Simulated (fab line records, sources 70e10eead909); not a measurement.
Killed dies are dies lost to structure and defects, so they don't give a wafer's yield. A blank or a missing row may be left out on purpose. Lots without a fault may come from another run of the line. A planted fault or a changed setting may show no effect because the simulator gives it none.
A struck lot beside a sound one | flow nand_harc | 22 steps out of a route of 1159
Sound: wafers L427.2, L427.4, L427.6. Struck: wafers L442.3, L442.4, L442.5. The cause comes at the end.
At each step with rows: each side's tool, then ch and its chambers, then its first start. Under that, the readings that differ: sound wafers | struck wafers | difference of the means | sigmas: that difference in standard deviations of wafers without a fault.
alike: readings whose means differ by less than 2 such deviations, and words and numbers that are the same on both sides. not compared: withheld readings, readings that some wafer has no value for, bounds like >300 that may hide the same value, and numbers for which the record gives no deviation and whose values overlap.
The two part at a step that has a row with sigmas, a row that says differs or no value, or rows on one side only. Numbers that don't overlap but have no deviation are shown without sigmas and don't part them. A reading that every wafer of one side lacks parts them only if that side has two wafers or more.

NHARC_A_CONTACT_CMP_20: polishes, t overpolish 30 s, target thk 300 nm.
  sound on cmp-02 ch 1,3, day 17 17:33; struck on cmp-02 ch 0,2, day 21 20:53
  alike: motor_current_A, overpolish_run_s, time_to_endpoint_s
then, 1 step without rows for these wafers: NHARC_A_CONTACT_SRD_22.
NHARC_A_CONTACT_INSPECT_23:
  sound on defect_inspect-01, day 17 17:57; struck on defect_inspect-02, day 21 21:17
  alike: raw_defect_count
then, 8 steps without rows for these wafers: NHARC_A_BLC_DEHYDRATE_00 (time 120 s); NHARC_A_BLC_HMDS_01 (time 30 s); NHARC_A_BLC_COAT_02 (time 75 s); NHARC_A_BLC_COAT_03 (time 65 s); NHARC_A_BLC_COAT_04 (resist thk 90 nm); NHARC_A_BLC_SOFTBAKE_05 (time 55 s); NHARC_A_BLC_EBR_06; NHARC_A_BLC_EXPOSE_07 (exposes mask A BLC, target cd 100 nm).
NHARC_A_BLC_PEB_08: peb time 65 s.
  sound on litho_track-06 ch 0, day 17 18:23; struck on litho_track-01 ch 0, day 21 21:43
  alike: chill_plate_temp_C
then, 1 step without rows for these wafers: NHARC_A_BLC_DEVELOP_09 (develop time 35 s).
NHARC_A_BLC_CD_MEAS_10: target cd 100 nm.
  sound on cd_sem-01 ch 0, day 17 18:28; struck on cd_sem-03 ch 0, day 21 21:48
  reading    | sound           | struck            | difference | sigmas
  cd_nm (nm) | 100.1 99.6 99.9 | 106.6 107.6 106.7 | +7.1       | +16
NHARC_A_BLC_OVL_MEAS_11:
  sound on overlay-01, day 17 18:33; struck on overlay-02, day 21 21:53
  alike: overlay_x_nm, overlay_y_nm
NHARC_A_BLC_INSPECT_12:
  sound on defect_inspect-02, day 17 18:35; struck on defect_inspect-01, day 21 21:56
  alike: raw_defect_count
NHARC_A_BLC_DESCUM_15: chemistry O2, time 3 s.
  sound on rie_diel-04 ch 0,2,3, day 17 18:40; struck on rie_diel-04 ch 0,3, day 21 21:59
  reading                | sound             | struck            | difference | sigmas
  model.A_BLC.cd_nm (nm) | 99.83 99.78 99.96 | 106.4 107.4 106.6 | +6.9       |
  alike: drypump_motor_current_A, oes_product_au, rf_vpp_V, showerhead_plenum_p_Torr, throttle_valve_pct
  not compared: rf_hours_counter_h
NHARC_A_BLC_ETCH_16: etches the open film in CF4, target depth 39 nm, time 65 s.
  sound on rie_diel-04 ch 0,2,3, day 17 18:44; struck on rie_diel-04 ch 0,2, day 21 22:04
  alike: drypump_motor_current_A, oes_product_au, rf_vpp_V, showerhead_plenum_p_Torr, throttle_valve_pct
  not compared: rf_hours_counter_h
NHARC_A_BLC_ETCH_17: etches the open film in N2/H2, target depth 390 nm, time 609.38 s.
  sound on rie_diel-04 ch 1,2; struck on rie_diel-04 ch 0,1,3
  alike: drypump_motor_current_A, oes_product_au, rf_vpp_V, showerhead_plenum_p_Torr, throttle_valve_pct
  not compared: rf_hours_counter_h
NHARC_A_BLC_ETCH_18: etches the open film in C4F8/O2/Ar, target depth 910 nm.
  sound on rie_diel-04 ch 1,2,3; struck on rie_diel-04 ch 0,3
  reading                | sound           | struck            | difference | sigmas
  model.A_BLC.cd_nm (nm) | 99.41 100 98.75 | 105.2 107.7 105.9 | +6.9       |
  alike: oes_product_au, rf_vpp_V
  not compared: rf_hours_counter_h
NHARC_A_BLC_CD_MEAS_19:
  sound on cd_sem-02, day 17 19:37; struck on cd_sem-01, day 21 23:00
  reading    | sound           | struck            | difference | sigmas
  cd_nm (nm) | 99.4 100.3 98.6 | 104.9 107.3 106.1 | +6.7       | +4
then, 1 step without rows for these wafers: NHARC_END_SORT_01.

WHERE THEY PART
First at NHARC_A_BLC_CD_MEAS_10; last, within this record, at NHARC_A_BLC_CD_MEAS_19.

WHY: what the simulator had put in
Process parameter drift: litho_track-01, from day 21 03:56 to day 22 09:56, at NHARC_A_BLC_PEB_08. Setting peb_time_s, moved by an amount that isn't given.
